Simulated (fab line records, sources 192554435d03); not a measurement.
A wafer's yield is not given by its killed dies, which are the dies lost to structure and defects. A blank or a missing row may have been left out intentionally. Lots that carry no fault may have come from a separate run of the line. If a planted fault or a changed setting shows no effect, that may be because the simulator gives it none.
Which of the tools did it?	flow n5-finfet	Sampling: 23 lots, 69 wafers, 6 of 1938 route steps

## WHAT THE GAUGES READ, wafer by wafer
N5_BEOL_M14_INSPECT_12: inspects for defects (macro). Usual: raw-defect-count 2.3, standard deviation 1.4.
lot	measured	on	raw-defect-count	flag
L074	day 11 02:03	defect-inspect-02	2 1 1	
L077	day 12 01:02	defect-inspect-02	5 5 0	
L076	day 12 03:00	defect-inspect-01	1 6 1	
L075	day 12 08:06	defect-inspect-02	4 1 3	
L078	day 12 19:24	defect-inspect-02	2 2 1	
L080	day 13 11:54	defect-inspect-02	2 2 4	
L082	day 13 16:26	defect-inspect-01	3 2 2	
L079	day 13 17:24	defect-inspect-01	4 2 0	
L081	day 13 19:53	defect-inspect-02	2 2 1	
L083	day 13 20:27	defect-inspect-01	1 5 2	
L085	day 14 19:08	defect-inspect-01	4 4 1	
L084	day 14 20:04	defect-inspect-02	2 3 4	
L086	day 15 05:42	defect-inspect-02	2 2 4	
L089	day 15 07:44	defect-inspect-01	4 2 2	
L087	day 15 08:17	defect-inspect-02	2 4 2	
L088	day 15 09:13	defect-inspect-01	4 3 2	
L090	day 15 10:48	defect-inspect-01	2 1 4	
L091	day 15 19:49	defect-inspect-02	2 1 4	
L092	day 16 07:23	defect-inspect-01	1 2 2	
L093	day 16 19:11	defect-inspect-02	3 5 1	
L095	day 17 09:41	defect-inspect-02	1 3 3	
L094	day 17 13:15	defect-inspect-01	1 3 2	
L097	day 18 06:20	defect-inspect-01	3 5 3	

N5_BEOL_M15_INSPECT_30: inspects for defects (macro). Usual: raw-defect-count 2.1, standard deviation 1.5.
lot	measured	on	raw-defect-count	flag
L074	day 11 09:15	defect-inspect-02	2 2 1	
L077	day 12 10:07	defect-inspect-02	4 1 0	
L076	day 12 10:34	defect-inspect-02	3 2 1	
L075	day 12 15:56	defect-inspect-01	3 3 4	
L078	day 13 02:44	defect-inspect-02	2 0 5	
L080	day 13 18:28	defect-inspect-01	1 2 2	
L082	day 13 22:42	defect-inspect-01	4 5 0	
L079	day 13 23:52	defect-inspect-02	2 1 2	
L081	day 14 02:13	defect-inspect-01	4 4 2	
L083	day 14 02:49	defect-inspect-01	5 2 2	
L085	day 15 07:59	defect-inspect-02	4 1 1	
L084	day 15 08:34	defect-inspect-02	6 1 2	
L086	day 15 12:20	defect-inspect-01	0 0 1	
L089	day 15 15:38	defect-inspect-01	0 3 0	
L087	day 15 15:10	defect-inspect-01	2 1 1	
L088	day 15 16:16	defect-inspect-01	4 0 3	
L090	day 15 17:35	defect-inspect-01	4 1 4	
L091	day 16 03:39	defect-inspect-02	0 1 2	
L092	day 16 14:23	defect-inspect-01	2 2 1	
L093	day 17 02:25	defect-inspect-01	3 3 2	
L095	day 17 16:10	defect-inspect-01	0 4 2	
L094	day 17 23:46	defect-inspect-01	1 3 4	
L097	day 18 15:01	defect-inspect-02	3 1 2	

## WHAT TOOL EACH LOT RAN ON (gives the tool, then ch and the chambers of the sampled wafers, and finally the start)
lot	N5_BEOL_M14_ILD_DEP_00	N5_BEOL_M14_ETCH_59	N5_BEOL_M14_DESCUM_33	N5_BEOL_M14_ETCH_67
L074	pecvd-04 ch 1,2, day 11 01:23	rie-diel-02 ch 0,2,3, day 11 02:07	rie-diel-02 ch 0,2, day 11 02:56	rie-diel-02 ch 0,2, day 11 02:58
L077	pecvd-02 ch 0,1,2, day 12 00:29	rie-diel-06 ch 1,2,3, day 12 01:07	rie-diel-01 ch 2,3, day 12 02:03	rie-diel-01 ch 2,3, day 12 02:05
L076	pecvd-03 ch 0,2, day 12 02:22	rie-diel-06 ch 1,3, day 12 03:04	rie-diel-06 ch 0,2, day 12 04:07	rie-diel-06 ch 0,2, day 12 04:09
L075	pecvd-02 ch 0,2, day 12 07:33	rie-diel-06 ch 0,1,2, day 12 08:10	rie-diel-06 ch 1,3, day 12 09:07	rie-diel-06 ch 1,3, day 12 09:08
L078	pecvd-02 ch 0,1, day 12 18:44	rie-diel-01 ch 0,1,3, day 12 19:30	rie-diel-06 ch 0,1, day 12 20:29	rie-diel-06 ch 0,1, day 12 20:31
L080	pecvd-02 ch 0, day 13 11:16	rie-diel-06 ch 0,2, day 13 12:04	rie-diel-01 ch 0,1,2, day 13 12:57	rie-diel-01 ch 0,1,2, day 13 12:59
L082	pecvd-02 ch 0,2, day 13 15:45	rie-diel-06 ch 1,2,3, day 13 16:30	rie-diel-01 ch 0,1,2, day 13 17:26	rie-diel-01 ch 0,1,2, day 13 17:28
L079	pecvd-02 ch 0,2, day 13 16:44	rie-diel-02 ch 1,3, day 13 17:28	rie-diel-06 ch 0,2,3, day 13 18:25	rie-diel-06 ch 0,2,3, day 13 18:26
L081	pecvd-02 ch 0,1,2, day 13 19:12	rie-diel-02 ch 2,3, day 13 20:03	rie-diel-02 ch 1,3, day 13 21:08	rie-diel-02 ch 1,3, day 13 21:11
L083	pecvd-03 ch 0,1, day 13 19:46	rie-diel-01 ch 0,1,2, day 13 20:49	rie-diel-02 ch 0,1,2, day 13 21:46	rie-diel-02 ch 0,1,2, day 13 21:48
L085	pecvd-04 ch 0,2, day 14 18:28	rie-diel-06 ch 1,2, day 14 19:13	rie-diel-02 ch 0,3, day 14 20:10	rie-diel-02 ch 0,3, day 14 20:12
L084	pecvd-04 ch 0,1,2, day 14 19:31	rie-diel-06 ch 2,3, day 14 20:18	rie-diel-02 ch 2,3, day 14 21:16	rie-diel-02 ch 2,3, day 14 21:19
L086	pecvd-04 ch 1,2, day 15 05:09	rie-diel-01 ch 1,2, day 15 05:58	rie-diel-06 ch 1,2,3, day 15 06:55	rie-diel-06 ch 1,2,3, day 15 06:56
L089	pecvd-03 ch 0,2, day 15 07:03	rie-diel-06 ch 1,2, day 15 07:48	rie-diel-02 ch 0,1, day 15 08:41	rie-diel-02 ch 0,1, day 15 08:43
L087	pecvd-02 ch 0,1, day 15 07:32	rie-diel-06 ch 1,3, day 15 08:22	rie-diel-02 ch 0,1,3, day 15 09:18	rie-diel-02 ch 0,1,3, day 15 09:20
L088	pecvd-04 ch 0,1,2, day 15 08:40	rie-diel-06 ch 1,3, day 15 09:17	rie-diel-06 ch 1,2, day 15 10:07	rie-diel-06 ch 1,2, day 15 10:08
L090	pecvd-04 ch 0,1, day 15 10:15	rie-diel-06 ch 2,3, day 15 10:52	rie-diel-02 ch 0,3, day 15 11:47	rie-diel-02 ch 0,3, day 15 11:49
L091	pecvd-02 ch 1,2, day 15 19:08	rie-diel-01 ch 0,1,2, day 15 19:53	rie-diel-01 ch 0,1, day 15 20:41	rie-diel-01 ch 0,1, day 15 20:43
L092	pecvd-03 ch 0,1,2, day 16 06:43	rie-diel-06 ch 1,3, day 16 07:32	rie-diel-06 ch 0,1,3, day 16 08:29	rie-diel-06 ch 0,1,3, day 16 08:31
L093	pecvd-04 ch 0,1, day 16 18:38	rie-diel-01 ch 0,1,2, day 16 19:16	rie-diel-01 ch 0,2, day 16 20:05	rie-diel-01 ch 0,2, day 16 20:07
L095	pecvd-02 ch 0,2, day 17 08:56	rie-diel-02 ch 0,2, day 17 09:45	rie-diel-01 ch 0,1, day 17 10:41	rie-diel-01 ch 0,1, day 17 10:43
L094	pecvd-02 ch 0,2, day 17 12:42	rie-diel-02 ch 0,2, day 17 13:27	rie-diel-06 ch 0,1,2, day 17 14:23	rie-diel-06 ch 0,1,2, day 17 14:26
L097	pecvd-02 ch 0,1,2, day 18 05:47	rie-diel-02 ch 0,2, day 18 06:24	rie-diel-02 ch 0,1, day 18 07:23	rie-diel-02 ch 0,1, day 18 07:25
- N5_BEOL_M14_ILD_DEP_00: deposits SiO2 from TEOS/O2, target thk 1119.3 nm, time 237.4 s.
- N5_BEOL_M14_ETCH_59: etches BARC in N2/H2, target depth 89 nm, overetch 26.7 nm, time 67.9 s.
- N5_BEOL_M14_DESCUM_33: chemistry O2, time 7.9 s.
- N5_BEOL_M14_ETCH_67: etches SiARC in CF4, target depth 143 nm, time 238.3 s.

## WHAT THE TOOLS THEMSELVES READ (means of the sampled wafers that have a number; where no wafer has one, the mark that the record gives instead)
N5_BEOL_M14_ILD_DEP_00. Usual: heater-power-w 500 W, standard deviation 80; showerhead-plenum-p-Torr 8.33 Torr, standard deviation 0.03; throttle-valve-pct 18.1 %, standard deviation 0.74.
lot	tool	heater-power-w (W)	showerhead-plenum-p-Torr (Torr)	throttle-valve-pct (%)	flag
L074	pecvd-04	531	8.33	19.1	
L077	pecvd-02	454	8.33	17.8	
L076	pecvd-03	550	8.35	18.7	
L075	pecvd-02	509	8.34	17.7	
L078	pecvd-02	501	8.32	17.9	
L080	pecvd-02	503	8.33	18.3	
L082	pecvd-02	528	8.33	17.8	
L079	pecvd-02	485	8.34	17.9	
L081	pecvd-02	544	8.33	17.9	
L083	pecvd-03	538	8.34	18.8	
L085	pecvd-04	413	8.33	17.6	
L084	pecvd-04	455	8.32	18.4	
L086	pecvd-04	480	8.34	18.4	
L089	pecvd-03	529	8.33	18.7	
L087	pecvd-02	540	8.32	18.1	
L088	pecvd-04	490	8.33	18.3	
L090	pecvd-04	533	8.31	19.2	
L091	pecvd-02	526	8.32	17.8	
L092	pecvd-03	546	8.36	18.3	
L093	pecvd-04	559	8.30	19.1	
L095	pecvd-02	511	8.35	17.9	
L094	pecvd-02	462	8.33	18.3	
L097	pecvd-02	469	8.31	17.7	

N5_BEOL_M14_ETCH_59. Usual: drypump-motor-current-A 5.5 A, standard deviation 0.36; oes-product-au 0.65 a.u., standard deviation 0.072; rf-vpp-V 523.3 V, standard deviation 2.6; showerhead-plenum-p-Torr 2.52 Torr, standard deviation 0.082; throttle-valve-pct 18.02 %, standard deviation 0.21.
lot	tool	drypump-motor-current-A (A)	oes-product-au (a.u.)	rf-vpp-V (V)	showerhead-plenum-p-Torr (Torr)	throttle-valve-pct (%)	flag
L074	rie-diel-02	5.5	0.62	522.8	2.49	18.24	
L077	rie-diel-06	5.4	0.66	523.1	2.51	17.96	
L076	rie-diel-06	5.4	0.74	521.7	2.46	17.86	
L075	rie-diel-06	5.2	0.65	525.4	2.56	17.97	
L078	rie-diel-01	5.7	0.67	523.4	2.54	17.93	
L080	rie-diel-06	5.2	0.59	526.1	2.60	18.15	
L082	rie-diel-06	5.4	0.65	522.9	2.50	17.98	
L079	rie-diel-02	5.2	0.62	524.1	2.56	18.15	
L081	rie-diel-02	5.2	0.60	523.5	2.55	18.48	
L083	rie-diel-01	5.7	0.68	524.2	2.56	17.95	
L085	rie-diel-06	5.2	0.69	522.5	2.52	17.84	
L084	rie-diel-06	5.4	0.58	522.8	2.54	18.11	
L086	rie-diel-01	5.7	0.66	523.3	2.54	18.04	
L089	rie-diel-06	5.1	0.63	523.7	2.56	17.95	
L087	rie-diel-06	5.7	0.65	520.5	2.44	18.08	
L088	rie-diel-06	5.4	0.70	520.8	2.45	17.90	
L090	rie-diel-06	5.7	0.59	521.7	2.48	18.17	
L091	rie-diel-01	5.7	0.67	524.8	2.55	17.99	
L092	rie-diel-06	5.7	0.64	520.0	2.44	18.09	
L093	rie-diel-01	5.8	0.66	524.7	2.54	18.01	
L095	rie-diel-02	5.9	0.67	523.1	2.50	17.96	
L094	rie-diel-02	5.6	0.72	525.0	2.60	17.99	
L097	rie-diel-02	5.9	0.65	522.9	2.50	17.97	

N5_BEOL_M14_DESCUM_33. Usual: drypump-motor-current-A 5.5 A, standard deviation 0.35; o2-flow-sccm 225.1 sccm, standard deviation 0.59; oes-product-au 0.76 a.u., standard deviation 0.084; rf-vpp-V 242.8 V, standard deviation 1.3; showerhead-plenum-p-Torr 2.07 Torr, standard deviation 0.067; throttle-valve-pct 20.59 %, standard deviation 0.26.
lot	tool	drypump-motor-current-A (A)	o2-flow-sccm (sccm)	oes-product-au (a.u.)	rf-vpp-V (V)	showerhead-plenum-p-Torr (Torr)	throttle-valve-pct (%)	flag
L074	rie-diel-02	5.6	225.0	0.71	241.0	1.99	20.74	
L077	rie-diel-01	5.7	225.3	0.75	242.9	2.09	20.63	
L076	rie-diel-06	5.1	224.9	0.68	244.3	2.15	20.63	
L075	rie-diel-06	5.7	224.8	0.79	242.0	2.00	20.43	
L078	rie-diel-06	5.2	225.4	0.75	243.7	2.12	20.74	
L080	rie-diel-01	5.7	225.3	0.79	242.4	2.10	20.52	
L082	rie-diel-01	5.7	225.0	0.79	243.7	2.10	20.53	
L079	rie-diel-06	5.4	225.3	0.69	243.2	2.09	20.69	
L081	rie-diel-02	5.2	224.8	0.72	244.0	2.12	20.75	
L083	rie-diel-02	5.5	225.2	0.71	242.3	2.02	20.64	
L085	rie-diel-02	5.4	225.0	0.70	243.1	2.11	20.83	
L084	rie-diel-02	5.2	225.1	0.69	242.2	2.04	21.01	
L086	rie-diel-06	5.4	225.1	0.75	242.1	2.04	20.43	
L089	rie-diel-02	5.9	224.8	0.72	241.0	2.02	20.45	
L087	rie-diel-02	5.5	225.0	0.71	242.5	2.08	20.68	
L088	rie-diel-06	5.2	225.4	0.80	242.8	2.06	20.32	
L090	rie-diel-02	5.8	225.3	0.72	242.1	2.04	20.59	
L091	rie-diel-01	5.7	225.8	0.80	242.9	2.10	20.44	
L092	rie-diel-06	5.4	225.5	0.85	242.5	2.05	20.46	
L093	rie-diel-01	5.7	224.8	0.74	242.2	2.09	20.68	
L095	rie-diel-01	5.8	225.2	0.77	243.5	2.09	20.54	
L094	rie-diel-06	5.2	224.5	0.91	243.2	2.10	20.32	
L097	rie-diel-02	5.8	224.9	0.70	241.7	2.01	20.49	

N5_BEOL_M14_ETCH_67. Usual: value, then standard deviation, for each; cf4-flow-sccm 100.0 sccm / 0.33; drypump-motor-current-A 5.5 A / 0.35; etch-rf-on-time-s 239 s / 4.3; oes-product-au 0.65 a.u. / 0.075; rf-vpp-V 183.9 V / 1.1; showerhead-plenum-p-Torr 2.13 Torr / 0.058; throttle-valve-pct 15.80 % / 0.2.
lot	tool	cf4-flow-sccm (sccm)	drypump-motor-current-A (A)	etch-rf-on-time-s (s)	oes-product-au (a.u.)	rf-vpp-V (V)	showerhead-plenum-p-Torr (Torr)	throttle-valve-pct (%)	flag
L074	rie-diel-02	100.1	5.6	240	0.61	182.6	2.04	15.98	
L077	rie-diel-01	100.4	5.6	235	0.65	183.5	2.14	15.81	
L076	rie-diel-06	100.0	5.1	242	0.58	184.5	2.20	15.91	
L075	rie-diel-06	100.4	5.7	235	0.68	183.0	2.07	15.72	
L078	rie-diel-06	100.5	5.2	242	0.65	184.1	2.17	15.87	
L080	rie-diel-01	100.1	5.7	244	0.67	183.7	2.15	15.70	
L082	rie-diel-01	100.0	5.7	240	0.67	184.2	2.15	15.71	
L079	rie-diel-06	99.6	5.4	242	0.59	184.3	2.15	15.94	
L081	rie-diel-02	100.2	5.2	241	0.61	184.1	2.15	15.85	
L083	rie-diel-02	100.2	5.5	240	0.61	183.3	2.07	15.85	
L085	rie-diel-02	100.0	5.5	243	0.60	184.7	2.15	15.96	
L084	rie-diel-02	99.9	5.2	240	0.59	184.3	2.08	16.19	
L086	rie-diel-06	100.0	5.4	236	0.64	183.8	2.11	15.76	
L089	rie-diel-02	99.9	5.8	240	0.61	183.6	2.07	15.70	
L087	rie-diel-02	100.2	5.5	241	0.61	184.1	2.12	15.84	
L088	rie-diel-06	100.0	5.2	236	0.69	184.2	2.13	15.65	
L090	rie-diel-02	99.7	5.8	238	0.61	182.6	2.09	15.83	
L091	rie-diel-01	99.9	5.7	241	0.68	183.6	2.15	15.67	
L092	rie-diel-06	100.2	5.4	234	0.73	183.8	2.11	15.67	
L093	rie-diel-01	100.2	5.7	242	0.63	183.9	2.13	15.82	
L095	rie-diel-01	100.1	5.7	241	0.65	184.6	2.14	15.74	
L094	rie-diel-06	99.9	5.2	232	0.78	183.3	2.16	15.53	
L097	rie-diel-02	99.7	5.8	242	0.60	183.7	2.06	15.74	

## THE ANSWER, worked out from the rows above alone
Rule: lot off if the mean of its wafers having a number is beyond 3 standard deviations from the usual mean. Also off: a lot with no number at a reading for which 4 or more lots have one. The other lots that the step has rows for count as sound. After the gauges, taken in route order, come the tools' own readings; for these a lot's mean is taken, as printed above. The first step at which some lot is off is used, and at that step the reading that is off furthest; a lot without a number counts as furthest.
Nothing can be told from this: no lot is off at any reading shown.

## WHAT THE SIMULATOR HAD INSERTED
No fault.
